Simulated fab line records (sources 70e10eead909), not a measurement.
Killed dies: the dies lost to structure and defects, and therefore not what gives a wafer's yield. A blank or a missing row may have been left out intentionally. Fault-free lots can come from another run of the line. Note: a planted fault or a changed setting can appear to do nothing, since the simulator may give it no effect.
Matching of chambers / flow nand harc / NHARC_P_M0_DEP_32 on pecvd-04 has 3 sister chambers
The step deposits SiCN, target thk 30 nm. 6 wafers are shown with their chamber, then 8 later ones without.

## WAFERS, EACH WITH ITS CHAMBER
wafer=L081.3; chamber=2; heater power w (W)=515; susceptor temp C (C)=370.26
wafer=L080.1; chamber=2; heater power w (W)=567; susceptor temp C (C)=369.82
wafer=L080.5; chamber=0; heater power w (W)=612; susceptor temp C (C)=369.82
wafer=L089.3; chamber=0; heater power w (W)=709; susceptor temp C (C)=369.96
wafer=L089.6; chamber=1; heater power w (W)=611; susceptor temp C (C)=370.18
wafer=L093.4; chamber=1; heater power w (W)=672; susceptor temp C (C)=370.13

## WAFERS WHOSE CHAMBER IS MISSING
wafer=L093.5; heater power w (W)=661; susceptor temp C (C)=369.93
wafer=L093.6; heater power w (W)=494; susceptor temp C (C)=369.79
wafer=L092.2; heater power w (W)=577; susceptor temp C (C)=369.59
wafer=L092.4; heater power w (W)=567; susceptor temp C (C)=369.71
wafer=L092.5; heater power w (W)=694; susceptor temp C (C)=369.86
wafer=L094.3; heater power w (W)=488; susceptor temp C (C)=369.87
wafer=L094.4; heater power w (W)=625; susceptor temp C (C)=369.71
wafer=L094.5; heater power w (W)=500; susceptor temp C (C)=369.95

## WHICH CHAMBER EACH ONE RAN IN
wafer=L093.5; from the rows above=can't be placed: 0 or 1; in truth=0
wafer=L093.6; from the rows above=can't be placed: 2 or 0 or 1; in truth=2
wafer=L092.2; from the rows above=can't be placed: 0 or 2 or 1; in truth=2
wafer=L092.4; from the rows above=can't be placed: 2 or 0 or 1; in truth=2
wafer=L092.5; from the rows above=can't be placed: 0 or 1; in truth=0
wafer=L094.3; from the rows above=can't be placed: 2 or 1 or 0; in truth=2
wafer=L094.4; from the rows above=can't be placed: 0 or 1 or 2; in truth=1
wafer=L094.5; from the rows above=2; in truth=2
Correctly placed: 1 of 8. Not placeable from these rows: 7 (in 7, the candidates include the true chamber). Number placed wrongly: 0.
How it was worked out, from the rows above alone: a wafer's distance from a chamber is the root of the sum, over the readings, of the square of ((its reading less the chamber's mean) divided by the reading's scatter). The wafer belongs to the nearest chamber; if the next one is less than 2 further off, it can't be placed. A chamber's mean is the mean of its shown wafers. The scatter: the root of (the sum of the squares of (reading less its chamber's mean) over the shown wafers, divided by (wafers less chambers)).
